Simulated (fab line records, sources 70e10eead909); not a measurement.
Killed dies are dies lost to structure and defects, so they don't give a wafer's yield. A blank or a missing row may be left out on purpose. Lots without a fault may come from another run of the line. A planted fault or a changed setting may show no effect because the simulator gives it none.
fab line records | flow nand_harc
record lots=24 wafers=72 last_day=24
route steps=1159 shown A_CONTACT@900
lots that met no fault: from a run of the same line without faults
start_h: hours from the record's first day to the start of the lot's first wafer shown | wait_h: hours since the lot's step before | " the same as in the row above | L1.1+2: a row that stands for several wafers | - no value, or no start given | * or withheld: withheld | < > ~ a bound
route shown NAME@n: a module of which the file shows steps, and the number in the route of the first | usual: mean/standard deviation of fault-free wafers | same: alike in all rows | chamber/n: place in a boat | sites: the reading at each site | _std_site: their standard deviation | _edge_site: outer sites' mean less inner sites' | radius_mm: how far each site lies from the wafer's centre | mask NAME#n: copy n | behind: the tool/chamber that last shaped the wafer | hold: why the lot was held/for how many hours/how that ended | device: the transistor (n, p or np) that didn't switch | end of line: the same wafers' tests at the end of the route | a step without rows: its recipe alone | killed: dies lost to structure and defects at the first sort, not the wafer's yield | map: a wafer's dies, x killed, . not, _ none there
set.NAME: the setting as run; set.NAME@STEP: as run at that earlier step | model.NAME: the simulator's own value behind a step, which no gauge read
steps of the route over a sample of lots; a table a step, a row a wafer
services: from which hour (start_h, from the record's first day; less than 0 if before it) a tool's chamber was out of use, for how many hours, and why
## steps
# step NHARC_A_CONTACT_ETCH_75
# recipe target_depth_a=390 over_etch_frac=0.3 time_s=65 ion_energy_ev=80 cf4_flow_sccm=150 ar_flow_sccm=0 rf_w=300 bias_w=100 chemistry=CF4
# usual bias_w=100.04/0.29 drypump_motor_current_A=5.85/0.24 oes_product_au=1.001/0.0069 rf_vpp_V=151.2/1.2 showerhead_plenum_p_Torr=1.75/0.07 throttle_valve_pct=13.284/0.0087
# columns lot.wafer tool chamber start_h wait_h bias_w drypump_motor_current_A oes_product_au rf_hours_counter_h rf_vpp_V showerhead_plenum_p_Torr throttle_valve_pct
L075.2 rie_diel-07 0 374.56 0.1 100.10 5.84 0.994 24 150.7 1.69 13.288
L075.3 " 2 " " 99.89 5.82 1.001 24 153.0 1.79 13.281
L075.6 " 1 " " 100.10 5.87 0.991 - 151.1 1.68 13.282
L074.1 rie_diel-01 2 378.32 0.1 100.21 5.69 1.007 20 152.2 1.70 13.257
L074.3 " 3 " " 100.13 5.75 1.003 20 150.8 1.74 13.289
L074.5 " 2 " " 99.92 5.71 1.008 - 150.8 1.70 13.269
L078.2 rie_diel-07 0 385.80 0.1 100.26 5.84 0.988 27 151.1 1.69 13.280
L078.6 " 1 " " 99.78 5.87 0.990 - 150.6 1.68 13.285
L078.5 " 2 " " 99.85 5.83 0.996 - 152.6 1.79 13.276
L076.1 rie_diel-11 3 387.59 0.1 99.66 5.74 1.010 4 149.8 1.67 13.281
L076.2 " 1 " " 99.93 6.41 0.997 5 151.7 1.79 13.281
L076.5 " 3 " " 99.93 5.72 1.008 - 149.0 1.67 13.281
L077.4 rie_diel-01 3 389.68 0.1 99.69 5.76 1.004 23 151.0 1.74 13.284
L077.3 " 2 " " 100.25 5.72 1.007 24 149.2 1.70 13.283
L077.5 " 3 " " 100.05 5.76 1.007 - 151.2 1.74 13.282
L079.1 rie_diel-07 0 403.96 0.1 100.35 5.83 1.000 29 150.5 1.69 13.287
L079.4 " 2 " " 100.31 5.83 0.979 29 152.1 1.79 13.283
L079.6 " 0 " " 100.26 5.82 0.999 - 150.9 1.69 13.271
L080.1 rie_diel-11 0 409.95 0.2 100.10 5.44 1.000 12 151.6 1.84 13.282
L080.2 " 1 " " 100.23 6.38 0.995 14 150.5 1.79 13.267
L080.6 " 3 " " 99.37 5.72 1.011 - 149.7 1.67 13.276
L083.3 rie_diel-07 0 421.69 0.1 99.64 5.82 1.009 1 149.6 1.69 13.273
L083.4 " 2 " " 100.40 5.84 0.998 1 153.3 1.79 13.297
L083.6 " 1 " " 100.11 5.85 1.011 - 150.9 1.68 13.283
L081.1 rie_diel-11 1 427.86 0.1 99.69 6.40 0.983 22 151.4 1.78 13.289
L081.3 " 3 " " 99.80 5.72 1.001 22 148.7 1.67 13.282
L081.6 " 1 " " 100.14 6.38 1.002 - 152.9 1.79 13.288
L082.3 rie_diel-11 3 429.63 0.1 99.36 5.71 1.001 - 149.9 1.66 13.284
L082.4 " 1 " " 99.96 6.40 0.991 - 150.1 1.78 13.265
L082.6 " 3 " " 99.97 5.73 1.011 - 148.9 1.66 13.295
L084.2 rie_diel-01 1 435.09 0.1 100.00 5.95 0.995 37 153.9 1.90 13.269
L084.3 " 3 " " 100.24 5.76 0.992 38 151.0 1.74 13.286
L084.6 " 0 " " 100.23 6.37 1.011 - 152.1 1.82 13.296
L085.3 rie_diel-07 3 437.22 0.1 100.02 5.56 1.000 6 151.6 1.78 13.280
L085.1 " 0 " " 100.22 5.84 1.008 6 150.9 1.69 13.296
L085.4 " 1 " " 99.83 5.85 1.012 6 149.9 1.68 13.296
L087.3 rie_diel-07 2 442.09 0.1 100.12 5.83 1.000 7 151.8 1.79 13.283
L087.1 " 3 " " 100.09 5.53 0.994 7 150.7 1.78 13.276
L087.2 " 0 " " 99.95 5.84 1.002 6 149.9 1.69 13.290
L086.4 rie_diel-07 1 444.50 0.1 100.23 5.89 1.008 7 149.2 1.68 13.283
L086.2 " 2 " " 100.68 5.83 0.999 7 152.9 1.79 13.280
L086.5 " 1 " " 100.32 5.87 1.007 - 149.9 1.68 13.289
L088.2 rie_diel-01 0 464.36 0.1 99.99 6.37 1.000 43 152.4 1.81 13.282
L088.5 " 2 " " 99.80 5.70 1.009 - 150.4 1.69 13.283
L088.6 " 3 " " 100.42 5.78 1.001 - 150.7 1.74 13.281
L090.1 rie_diel-01 1 464.85 0.1 100.36 5.98 0.994 44 151.2 1.90 13.287
L090.2 " 2 " " 100.04 5.72 1.006 45 149.6 1.69 13.290
L090.4 " 3 " " 100.06 5.76 1.004 47 151.4 1.74 13.277
L091.3 rie_diel-01 3 468.50 0.1 99.95 5.78 1.002 48 150.6 1.74 13.282
L091.1 " 0 " " 100.43 6.37 1.003 45 152.6 1.81 13.287
L091.5 " 1 " " 99.74 5.91 1.003 - 153.7 1.90 13.304
L089.4 rie_diel-07 0 472.12 0.1 99.92 5.80 1.000 12 150.7 1.69 13.278
L089.1 " 1 " " 99.98 5.88 0.999 11 149.2 1.68 13.292
L089.5 " 3 " " 100.26 5.56 0.992 - 151.8 1.78 13.284
L092.2 rie_diel-07 3 473.79 0.1 99.55 5.57 1.001 12 154.1 1.78 13.283
L092.4 " 0 " " 100.11 5.82 1.003 12 151.2 1.69 13.290
L092.1 " 1 " " 100.20 5.86 0.998 11 149.9 1.68 13.286
L093.2 rie_diel-07 1 485.34 0.1 100.07 5.88 1.001 13 150.0 1.68 13.286
L093.3 " 2 " " 99.69 5.82 0.998 13 150.5 1.78 13.284
L093.1 " 0 " " 100.46 5.84 1.005 14 151.2 1.69 13.281
L094.1 rie_diel-01 1 485.56 0.1 99.94 5.89 0.996 53 152.3 1.89 13.296
L094.3 " 2 " " 100.31 5.69 1.009 53 149.4 1.69 13.276
L094.5 " 3 " " 99.70 5.76 1.000 - 150.8 1.73 13.273
L097.3 rie_diel-07 0 498.65 0.1 99.66 5.87 0.997 17 151.6 1.69 13.285
L097.1 " 1 " " 99.70 5.85 1.009 14 148.0 1.68 13.280
L097.2 " 3 " " 99.78 5.55 0.990 17 151.8 1.78 13.302
L096.4 rie_diel-07 2 503.73 0.3 99.45 5.83 0.995 17 150.2 1.78 13.293
L096.1 " 0 " " 99.58 5.81 1.006 18 151.3 1.69 13.291
L096.5 " 2 " " 100.25 5.83 1.007 - 151.1 1.78 13.288
L095.4 rie_diel-07 2 507.42 0.1 99.84 5.84 0.993 19 151.1 1.78 13.276
L095.2 " 1 " " 100.02 5.88 1.001 18 151.0 1.67 13.287
L095.5 " 2 " " 100.45 5.83 1.001 - 153.1 1.78 13.291
# step NHARC_A_CONTACT_ETCH_78
# recipe target_depth_a=28000 over_etch_frac=0.3 time_s=728 ion_energy_ev=150 o2_flow_sccm=400 cos_flow_sccm=20 ar_flow_sccm=0 rf_w=500 bias_w=300 chemistry=O2/COS
# usual bias_w=300.0/0.85 drypump_motor_current_A=5.85/0.25 oes_product_au=0.998/0.0074 rf_vpp_V=313.9/2 showerhead_plenum_p_Torr=3.10/0.12 throttle_valve_pct=28.328/0.0095
# columns lot.wafer tool chamber start_h wait_h bias_w drypump_motor_current_A oes_product_au rf_hours_counter_h rf_vpp_V showerhead_plenum_p_Torr throttle_valve_pct
L075.2 rie_diel-07 3 - - 301.0 5.57 0.981 21 315.6 3.16 28.325
L075.3 " 0 " " 300.2 5.83 0.993 24 312.5 2.99 28.321
L075.6 " 1 " " 299.9 5.91 0.994 - 310.7 2.96 28.323
L074.1 rie_diel-01 3 - - 300.3 5.80 0.999 20 313.8 3.08 28.319
L074.3 " 0 " " 299.4 6.40 1.010 15 316.9 3.22 28.321
L074.5 " 1 " " 299.7 5.86 0.991 - 317.8 3.36 28.323
L078.2 rie_diel-07 1 - - 300.7 5.86 0.983 32 310.9 2.96 28.325
L078.5 " 2 " " 300.3 5.84 0.992 - 314.3 3.16 28.312
L078.6 " 3 " " 300.2 5.57 0.988 - 314.1 3.16 28.319
L076.2 rie_diel-11 0 - - 302.5 5.47 1.009 5 316.5 3.25 28.340
L076.1 " 1 " " 300.7 6.40 0.996 6 315.2 3.16 28.329
L076.5 " 1 " " 299.6 6.42 0.995 - 316.4 3.16 28.324
L077.3 rie_diel-01 2 - - 299.2 5.71 1.011 24 312.4 2.99 28.320
L077.4 " 0 " " 301.8 6.42 0.995 19 314.9 3.22 28.331
L077.5 " 2 " " 298.2 5.71 1.004 - 312.6 2.99 28.335
L079.4 rie_diel-07 3 - - 299.5 5.56 0.993 26 315.0 3.15 28.312
L079.1 " 1 " " 300.0 5.89 1.000 34 313.4 2.96 28.311
L079.6 " 2 " " 299.3 5.84 1.007 - 314.4 3.16 28.347
L080.2 rie_diel-11 1 - - 301.6 6.41 0.995 14 314.7 3.15 28.331
L080.1 " 3 " " 299.5 5.78 1.005 14 310.5 2.94 28.332
L080.6 " 1 " " 299.7 6.42 0.985 - 313.4 3.15 28.337
L083.3 rie_diel-07 3 - - 300.7 5.56 0.989 1 313.5 3.15 28.334
L083.4 " 1 " " 301.2 5.84 1.007 1 311.3 2.96 28.327
L083.6 " 3 " " 300.3 5.55 0.991 - 314.8 3.15 28.329
L081.1 rie_diel-11 1 - - 300.2 6.44 0.987 22 314.3 3.15 28.323
L081.3 " 2 " " 300.5 5.49 1.006 24 317.2 3.33 28.335
L081.6 " 2 " " 299.4 5.52 0.994 - 316.4 3.33 28.323
L082.3 rie_diel-11 3 430.82 0.3 300.1 5.76 0.999 - 312.7 2.94 28.327
L082.4 " 1 " " 297.0 6.41 0.989 - 314.3 3.15 28.330
L082.6 " 1 " " 299.6 6.41 0.987 - 314.7 3.15 28.343
L084.2 rie_diel-01 1 - - 300.3 5.88 0.996 37 318.5 3.35 28.328
L084.3 " 2 " " 300.7 5.73 1.008 37 312.0 2.99 28.329
L084.6 " 3 " " 301.2 5.77 0.995 - 313.4 3.07 28.342
L085.1 rie_diel-07 2 - - 300.2 5.85 1.001 6 315.8 3.15 28.340
L085.4 " 3 " " 298.9 5.57 0.999 6 314.9 3.15 28.331
L085.3 " 0 " " 296.4 5.87 0.997 6 312.0 2.98 28.335
L087.3 rie_diel-07 0 - - 299.9 5.86 0.998 7 311.8 2.98 28.343
L087.1 " 1 " " 299.1 5.83 1.009 7 312.9 2.96 28.341
L087.2 " 2 " " 299.6 5.85 0.988 7 314.2 3.15 28.328
L086.4 rie_diel-07 2 - - 300.2 5.85 0.992 7 314.2 3.15 28.335
L086.2 " 3 " " 301.3 5.56 1.000 8 314.4 3.15 28.320
L086.5 " 3 " " 299.9 5.56 0.999 - 314.0 3.15 28.324
L088.2 rie_diel-01 2 - - 299.3 5.70 1.006 45 313.0 2.98 28.322
L088.5 " 3 " " 300.4 5.76 1.002 - 311.1 3.06 28.333
L088.6 " 0 " " 299.2 6.40 0.997 - 316.3 3.20 28.331
L090.1 rie_diel-01 1 - - 299.6 5.96 1.004 44 316.8 3.35 28.329
L090.4 " 2 " " 300.5 5.71 1.001 45 312.5 2.98 28.326
L090.2 " 3 " " 300.1 5.79 1.001 47 312.9 3.06 28.332
L091.3 rie_diel-01 3 - - 300.7 5.80 0.989 48 314.0 3.06 28.314
L091.1 " 0 " " 299.8 6.38 1.006 45 315.3 3.20 28.347
L091.5 " 3 " " 299.9 5.78 1.005 - 314.4 3.06 28.312
L089.4 rie_diel-07 0 - - 300.6 5.86 1.002 12 311.2 2.98 28.318
L089.1 " 1 " " 299.2 5.85 1.001 11 312.5 2.96 28.318
L089.5 " 0 " " 299.4 5.81 1.002 - 311.8 2.98 28.332
L092.2 rie_diel-07 0 - - 299.3 5.79 1.013 13 313.0 2.98 28.317
L092.4 " 1 " " 301.8 5.87 1.007 11 312.0 2.96 28.343
L092.1 " 2 " " 298.5 5.85 1.001 12 314.7 3.15 28.321
L093.2 rie_diel-07 3 - - 299.4 5.57 0.992 15 315.9 3.15 28.323
L093.3 " 0 " " 300.0 5.89 0.988 14 311.7 2.98 28.328
L093.1 " 2 " " 298.9 5.83 0.992 14 313.1 3.15 28.335
L094.3 rie_diel-01 3 - - 300.7 5.81 1.006 56 313.3 3.06 28.332
L094.1 " 0 " " 298.7 6.38 1.008 52 315.6 3.20 28.332
L094.5 " 2 " " 299.9 5.71 1.010 - 312.1 2.98 28.333
L097.1 rie_diel-07 1 - - 301.4 5.84 1.003 15 311.9 2.96 28.327
L097.3 " 2 " " 300.0 5.84 0.990 15 314.0 3.15 28.307
L097.2 " 0 " " 299.0 5.87 1.000 17 311.6 2.98 28.329
L096.4 rie_diel-07 3 - - 299.1 5.54 1.001 19 314.4 3.14 28.319
L096.1 " 0 " " 301.0 5.91 0.995 19 313.2 2.98 28.329
L096.5 " 2 " " 300.3 5.84 0.990 - 314.6 3.15 28.326
L095.2 rie_diel-07 0 - - 300.2 5.84 1.007 20 313.2 2.98 28.325
L095.4 " 1 " " 299.9 5.88 1.001 18 312.4 2.95 28.326
L095.5 " 0 " " 301.5 5.89 0.999 - 311.3 2.98 28.337
# step NHARC_A_CONTACT_ETCH_131
# recipe source_w=withheld pressure_mtorr=20 bias_v=1200 time_s=155 target_depth_a=9560 ar_flow_sccm=withheld c4f8_flow_sccm=withheld o2_flow_sccm=withheld chemistry=C4F8/O2/Ar
# columns lot.wafer tool chamber start_h wait_h rf_hours_counter_h
L075.2 har_cap_etch-03 1 376.77 0.1 81
L075.3 " 1 " " -
L075.6 " 1 " " -
L074.1 har_cap_etch-03 0 380.41 0.1 83
L074.3 " 0 " " -
L074.5 " 1 " " -
L078.2 har_cap_etch-01 1 387.91 0.1 62
L078.5 " 0 " " -
L078.6 " 1 " " -
L076.2 har_cap_etch-02 0 390.10 0.1 14
L076.1 " 1 " " 14
L076.5 " 1 " " -
L077.3 har_cap_etch-03 1 391.82 0.1 -
L077.4 " 0 " " -
L077.5 " 1 " " -
L079.1 har_cap_etch-03 1 406.05 0.1 88
L079.4 " 0 " " -
L079.6 " 1 " " -
L080.2 har_cap_etch-01 0 412.04 0.1 65
L080.1 " 1 " " 65
L080.6 " 1 " " -
L083.3 har_cap_etch-03 1 424.18 0.2 -
L083.4 " 0 " " -
L083.6 " 1 " " -
L081.1 har_cap_etch-01 0 430.23 0.1 68
L081.3 " 0 " " -
L081.6 " 1 " " -
L082.3 har_cap_etch-02 0 432.54 0.1 -
L082.4 " 1 " " -
L082.6 " 0 " " -
L084.2 har_cap_etch-02 0 437.22 0.1 23
L084.3 " 1 " " -
L084.6 " 0 " " -
L085.1 har_cap_etch-03 0 439.40 0.1 94
L085.4 " 0 " " -
L085.3 " 1 " " -
L087.2 har_cap_etch-01 1 444.24 0.1 72
L087.1 " 0 " " 72
L087.3 " 1 " " -
L086.2 har_cap_etch-02 1 446.64 0.1 25
L086.4 " 0 " " -
L086.5 " 1 " " -
L088.2 har_cap_etch-03 1 466.85 0.2 98
L088.5 " 0 " " -
L088.6 " 1 " " -
L090.2 har_cap_etch-02 0 467.20 0.1 28
L090.1 " 1 " " 28
L090.4 " 0 " " -
L091.1 har_cap_etch-03 1 471.02 0.2 100
L091.3 " 0 " " -
L091.5 " 0 " " -
L089.1 har_cap_etch-03 1 474.60 0.2 101
L089.4 " 0 " " -
L089.5 " 0 " " -
L092.2 har_cap_etch-02 0 475.99 0.1 30
L092.1 " 1 " " 30
L092.4 " 1 " " -
L093.2 har_cap_etch-02 1 487.50 0.1 33
L093.1 " 0 " " 33
L093.3 " 0 " " -
L094.1 har_cap_etch-01 1 487.66 0.1 80
L094.3 " 0 " " -
L094.5 " 1 " " -
L097.2 har_cap_etch-02 0 500.75 0.1 35
L097.1 " 1 " " 35
L097.3 " 0 " " -
L096.1 har_cap_etch-02 0 506.16 0.1 36
L096.4 " 0 " " -
L096.5 " 0 " " -
L095.2 har_cap_etch-02 0 509.50 0.1 38
L095.4 " 0 " " -
L095.5 " 1 " " -
# step NHARC_A_CONTACT_ETCH_132
# recipe source_w=withheld pressure_mtorr=20 bias_v=1200 time_s=156 target_depth_a=9580 ar_flow_sccm=withheld c4f8_flow_sccm=withheld o2_flow_sccm=withheld chemistry=C4F8/O2/Ar
# columns lot.wafer tool chamber start_h wait_h rf_hours_counter_h
L075.2 har_cap_etch-03 1 376.91 0.1 82
L075.3 " 1 " " -
L075.6 " 1 " " -
L074.1 har_cap_etch-03 0 380.55 0.1 83
L074.3 " 0 " " -
L074.5 " 1 " " -
L078.2 har_cap_etch-01 1 388.05 0.1 62
L078.5 " 0 " " -
L078.6 " 1 " " -
L076.2 har_cap_etch-02 0 390.24 0.1 14
L076.1 " 1 " " 14
L076.5 " 1 " " -
L077.3 har_cap_etch-03 1 391.96 0.1 -
L077.4 " 0 " " -
L077.5 " 1 " " -
L079.1 har_cap_etch-03 1 406.19 0.1 88
L079.4 " 0 " " -
L079.6 " 1 " " -
L080.2 har_cap_etch-01 0 412.18 0.1 65
L080.1 " 1 " " 65
L080.6 " 1 " " -
L083.3 har_cap_etch-03 1 424.37 0.2 -
L083.4 " 0 " " -
L083.6 " 1 " " -
L081.1 har_cap_etch-01 0 430.37 0.1 68
L081.3 " 0 " " -
L081.6 " 1 " " -
L082.3 har_cap_etch-02 0 432.68 0.1 -
L082.4 " 1 " " -
L082.6 " 0 " " -
L084.2 har_cap_etch-02 0 437.36 0.1 23
L084.3 " 1 " " -
L084.6 " 0 " " -
L085.1 har_cap_etch-03 0 439.54 0.1 94
L085.4 " 0 " " -
L085.3 " 1 " " -
L087.2 har_cap_etch-01 1 444.38 0.1 72
L087.1 " 0 " " 72
L087.3 " 1 " " -
L086.2 har_cap_etch-02 1 446.78 0.1 25
L086.4 " 0 " " -
L086.5 " 1 " " -
L088.2 har_cap_etch-03 1 467.04 0.2 98
L088.5 " 0 " " -
L088.6 " 1 " " -
L090.2 har_cap_etch-02 0 467.34 0.1 28
L090.1 " 1 " " 28
L090.4 " 0 " " -
L091.1 har_cap_etch-03 1 471.20 0.2 100
L091.3 " 0 " " -
L091.5 " 0 " " -
L089.1 har_cap_etch-03 1 474.79 0.2 101
L089.4 " 0 " " -
L089.5 " 0 " " -
L092.2 har_cap_etch-02 0 476.14 0.1 30
L092.1 " 1 " " 30
L092.4 " 1 " " -
L093.2 har_cap_etch-02 1 487.65 0.1 33
L093.1 " 0 " " 33
L093.3 " 0 " " -
L094.1 har_cap_etch-01 1 487.80 0.1 80
L094.3 " 0 " " -
L094.5 " 1 " " -
L097.2 har_cap_etch-02 0 500.89 0.1 35
L097.1 " 1 " " 35
L097.3 " 0 " " -
L096.1 har_cap_etch-02 0 506.30 0.1 37
L096.4 " 0 " " -
L096.5 " 0 " " -
L095.2 har_cap_etch-02 0 509.64 0.1 38
L095.4 " 0 " " -
L095.5 " 1 " " -
# step NHARC_A_CONTACT_ETCH_97
# recipe target_depth_a=200 over_etch_frac=0.5 time_s=10 ion_energy_ev=250 c4f6_flow_sccm=25 o2_flow_sccm=20 ar_flow_sccm=500 rf_w=600 bias_w=500 chemistry=C4F6/O2
# usual bias_w=500.1/1.6 drypump_motor_current_A=5.84/0.27 oes_product_au=0.968/0.026 rf_vpp_V=546/3.4 showerhead_plenum_p_Torr=3.90/0.16 throttle_valve_pct=26.904/0.0094
# columns lot.wafer tool chamber start_h wait_h bias_w drypump_motor_current_A oes_product_au rf_hours_counter_h rf_vpp_V showerhead_plenum_p_Torr throttle_valve_pct
L075.2 rie_diel-01 1 - - 501.5 5.92 0.947 19 553 4.21 26.915
L075.3 " 2 " " 499.7 5.74 0.965 20 543 3.77 26.899
L075.6 " 0 " " 499.6 6.35 0.946 - 549 4.04 26.900
L074.1 rie_diel-11 1 - - 501.1 6.42 1.001 4 548 3.97 26.927
L074.3 " 2 " " 500.0 5.51 1.016 3 551 4.18 26.899
L074.5 " 1 " " 500.1 6.42 1.000 - 548 3.97 26.899
L078.2 rie_diel-07 0 - - 500.1 5.87 0.940 27 541 3.76 26.890
L078.5 " 0 " " 502.1 5.85 0.934 - 543 3.76 26.897
L078.6 " 1 " " 500.5 5.88 0.934 - 542 3.73 26.889
L076.1 rie_diel-01 2 - - 497.5 5.73 1.010 24 545 3.77 26.909
L076.2 " 3 " " 500.6 5.78 1.008 24 546 3.87 26.907
L076.5 " 3 " " 501.0 5.80 1.008 - 545 3.87 26.916
L077.3 rie_diel-11 0 - - 500.3 5.47 1.006 6 551 4.08 26.915
L077.4 " 2 " " 500.9 5.51 1.018 7 552 4.18 26.932
L077.5 " 0 " " 501.0 5.45 1.006 - 549 4.08 26.890
L079.4 rie_diel-11 1 - - 500.8 6.43 0.997 13 549 3.96 26.906
L079.1 " 2 " " 498.9 5.53 1.023 15 553 4.18 26.896
L079.6 " 0 " " 502.4 5.48 1.012 - 550 4.07 26.901
L080.2 rie_diel-11 2 - - 498.3 5.50 0.961 17 552 4.17 26.893
L080.1 " 1 " " 501.2 6.40 0.947 15 548 3.96 26.915
L080.6 " 2 " " 499.9 5.50 0.957 - 552 4.17 26.908
L083.3 rie_diel-07 1 - - 503.6 5.90 0.964 2 543 3.73 26.888
L083.4 " 3 " " 504.2 5.58 0.960 2 549 3.96 26.913
L083.6 " 0 " " 500.8 5.82 0.954 - 544 3.76 26.906
L081.3 rie_diel-01 0 - - 500.0 6.43 0.975 32 549 4.03 26.899
L081.1 " 2 " " 498.7 5.72 0.954 36 543 3.76 26.905
L081.6 " 1 " " 499.9 5.94 0.962 - 552 4.20 26.911
L082.4 rie_diel-07 2 - - 498.7 5.84 0.943 4 547 3.96 26.910
L082.3 " 3 " " 501.3 5.57 0.957 4 548 3.96 26.911
L082.6 " 2 " " 500.8 5.84 0.939 - 549 3.96 26.908
L084.3 rie_diel-01 2 - - 502.1 5.72 0.960 38 542 3.76 26.896
L084.2 " 3 " " 500.4 5.77 0.960 39 545 3.86 26.903
L084.6 " 0 " " 498.2 6.40 0.971 - 550 4.03 26.901
L085.3 rie_diel-11 0 - - 497.9 5.51 0.986 20 548 4.07 26.927
L085.1 " 1 " " 500.0 6.42 0.935 28 549 3.95 26.904
L085.4 " 2 " " 502.2 5.52 0.948 29 551 4.17 26.910
L087.2 rie_diel-11 2 - - 499.1 5.49 1.000 29 552 4.17 26.888
L087.3 " 0 " " 497.7 5.50 1.003 21 549 4.07 26.906
L087.1 " 1 " " 499.9 6.40 0.994 29 546 3.95 26.887
L086.2 rie_diel-07 1 - - 501.1 5.91 0.979 8 542 3.73 26.909
L086.4 " 2 " " 503.1 5.85 0.972 8 547 3.96 26.912
L086.5 " 3 " " 502.2 5.55 0.954 - 547 3.96 26.904
L088.2 rie_diel-07 3 - - 501.2 5.58 0.934 12 548 3.95 26.897
L088.5 " 0 " " 498.6 5.83 0.942 - 543 3.75 26.914
L088.6 " 1 " " 501.4 5.90 0.954 - 542 3.72 26.916
L090.2 rie_diel-07 0 - - 499.9 5.81 1.004 11 543 3.75 26.886
L090.1 " 1 " " 495.9 5.88 1.004 10 542 3.72 26.898
L090.4 " 2 " " 501.2 5.85 0.992 11 547 3.96 26.889
L091.1 rie_diel-01 0 - - 501.7 6.39 0.953 47 548 4.02 26.878
L091.3 " 1 " " 499.1 5.95 0.958 47 551 4.20 26.908
L091.5 " 0 " " 501.8 6.39 0.954 - 548 4.02 26.897
L089.1 rie_diel-07 3 - - 500.5 5.57 0.935 13 546 3.95 26.902
L089.4 " 1 " " 500.9 5.91 0.950 12 543 3.72 26.910
L089.5 " 3 " " 500.4 5.57 0.937 - 547 3.95 26.901
L092.1 rie_diel-01 0 - - 501.9 6.40 0.949 49 548 4.02 26.905
L092.2 " 2 " " 498.4 5.72 0.959 50 543 3.75 26.899
L092.4 " 3 " " 504.4 5.78 0.965 52 545 3.85 26.891
L093.1 rie_diel-07 2 - - 499.5 5.84 0.938 14 548 3.96 26.901
L093.2 " 0 " " 498.4 5.85 0.963 15 543 3.75 26.910
L093.3 " 1 " " 499.4 5.86 0.971 13 543 3.72 26.911
L094.3 rie_diel-07 2 - - 499.4 5.83 0.945 14 548 3.96 26.883
L094.1 " 3 " " 499.6 5.59 0.957 15 548 3.95 26.904
L094.5 " 1 " " 502.4 5.91 0.969 - 542 3.72 26.894
L097.2 rie_diel-07 1 - - 501.2 5.91 0.954 16 544 3.72 26.903
L097.3 " 2 " " 501.1 5.83 0.956 16 549 3.95 26.895
L097.1 " 3 " " 498.6 5.55 0.961 18 547 3.95 26.910
L096.4 rie_diel-11 2 - - 501.0 5.51 0.963 49 552 4.15 26.903
L096.1 " 3 " " 502.7 5.74 0.950 49 542 3.68 26.903
L096.5 " 0 " " 500.3 5.48 0.955 - 550 4.05 26.909
L095.4 rie_diel-07 0 - - 498.7 5.84 0.952 21 544 3.75 26.911
L095.2 " 1 " " 498.8 5.92 0.959 18 542 3.72 26.912
L095.5 " 1 " " 497.1 5.89 0.962 - 542 3.72 26.903
# step NHARC_A_CONTACT_DEP_84
# recipe target_thk_a=20000 temp_c=400 material=aC
# usual throttle_valve_pct=35.001/0.0093
# columns lot.wafer tool chamber start_h wait_h throttle_valve_pct
L075.2 acl_dep-03 0 381.73 - 35.003
L075.3 " 0 " " 34.999
L075.6 " 0 " " 35.010
L074.1 acl_dep-03 0 383.39 - 35.011
L074.3 " 0 " " 34.995
L074.5 " 0 " " 34.999
L078.2 acl_dep-01 0 390.11 - 35.003
L078.5 " 0 " " 35.012
L078.6 " 0 " " 34.995
L076.1 acl_dep-03 0 392.11 - 35.007
L076.2 " 0 " " 34.999
L076.5 " 0 " " 34.988
L077.3 acl_dep-03 0 394.38 - 34.999
L077.4 " 0 " " 35.014
L077.5 " 0 " " 35.002
L079.1 acl_dep-01 0 408.72 - 35.003
L079.4 " 0 " " 34.983
L079.6 " 0 " " 34.987
L080.1 acl_dep-01 0 417.68 - 35.008
L080.2 " 0 " " 34.983
L080.6 " 0 " " 34.992
L083.3 acl_dep-01 0 427.02 - 35.004
L083.4 " 0 " " 35.009
L083.6 " 0 " " 35.003
L081.1 acl_dep-02 0 434.03 - 35.011
L081.3 " 0 " " 34.997
L081.6 " 0 " " 34.986
L082.3 acl_dep-02 0 435.71 - 34.992
L082.4 " 0 " " 34.997
L082.6 " 0 " " 34.992
L085.1 acl_dep-03 0 443.27 - 34.995
L085.3 " 0 " " 35.012
L085.4 " 0 " " 34.991
L084.2 acl_dep-01 0 443.35 - 35.012
L084.3 " 0 " " 35.000
L084.6 " 0 " " 34.999
L087.1 acl_dep-01 0 446.45 - 35.002
L087.2 " 0 " " 35.007
L087.3 " 0 " " 34.995
L086.2 acl_dep-02 0 449.07 - 35.002
L086.4 " 0 " " 34.994
L086.5 " 0 " " 34.997
L090.1 acl_dep-03 0 469.80 - 35.004
L090.2 " 0 " " 34.993
L090.4 " 0 " " 34.998
L088.2 acl_dep-01 0 469.87 - 35.006
L088.5 " 0 " " 34.985
L088.6 " 0 " " 35.003
L091.1 acl_dep-01 0 473.67 - 35.000
L091.3 " 0 " " 34.995
L091.5 " 0 " " 34.975
L089.1 acl_dep-02 0 477.69 - 34.994
L089.4 " 0 " " 35.019
L089.5 " 0 " " 34.995
L092.1 acl_dep-03 0 481.45 - 35.000
L092.2 " 0 " " 35.009
L092.4 " 0 " " 35.014
L093.1 acl_dep-02 0 489.59 - 35.007
L093.2 " 0 " " 34.996
L093.3 " 0 " " 34.999
L094.1 acl_dep-03 0 490.48 - 34.995
L094.3 " 0 " " 34.994
L094.5 " 0 " " 34.996
L097.1 acl_dep-02 0 502.78 - 34.998
L097.2 " 0 " " 35.000
L097.3 " 0 " " 35.000
L096.1 acl_dep-01 0 510.66 - 34.996
L096.4 " 0 " " 35.007
L096.5 " 0 " " 34.999
L095.2 acl_dep-03 0 515.30 - 35.019
L095.4 " 0 " " 35.021
L095.5 " 0 " " 35.007
## services
# columns tool chamber start_h hours kind
acl_dep-02 - 351.01 13.0 pm
rie_diel-07 0 359.73 - clean
rie_diel-07 1 359.73 - clean
rie_diel-07 2 359.73 - clean
rie_diel-07 3 359.73 - clean
rie_diel-07 2 365.86 2.6 repair
rie_diel-11 - 366.50 9.0 pm
rie_diel-07 0 384.24 - clean
rie_diel-07 1 384.24 - clean
rie_diel-07 2 384.24 - clean
rie_diel-07 3 384.24 - clean
rie_diel-11 0 386.54 1.2 repair
acl_dep-03 - 404.33 13.0 pm
rie_diel-01 - 405.05 9.7 repair
rie_diel-07 - 405.20 9.0 pm
rie_diel-07 0 405.20 9.0 vent_cycle
rie_diel-07 1 405.20 9.0 vent_cycle
rie_diel-07 2 405.20 9.0 vent_cycle
rie_diel-07 3 405.20 9.0 vent_cycle
rie_diel-11 0 424.89 9.5 repair
rie_diel-01 1 438.10 3.6 repair
rie_diel-07 1 456.38 4.5 repair
acl_dep-01 - 474.90 13.0 pm
rie_diel-01 - 491.99 9.0 pm
## key
fault none
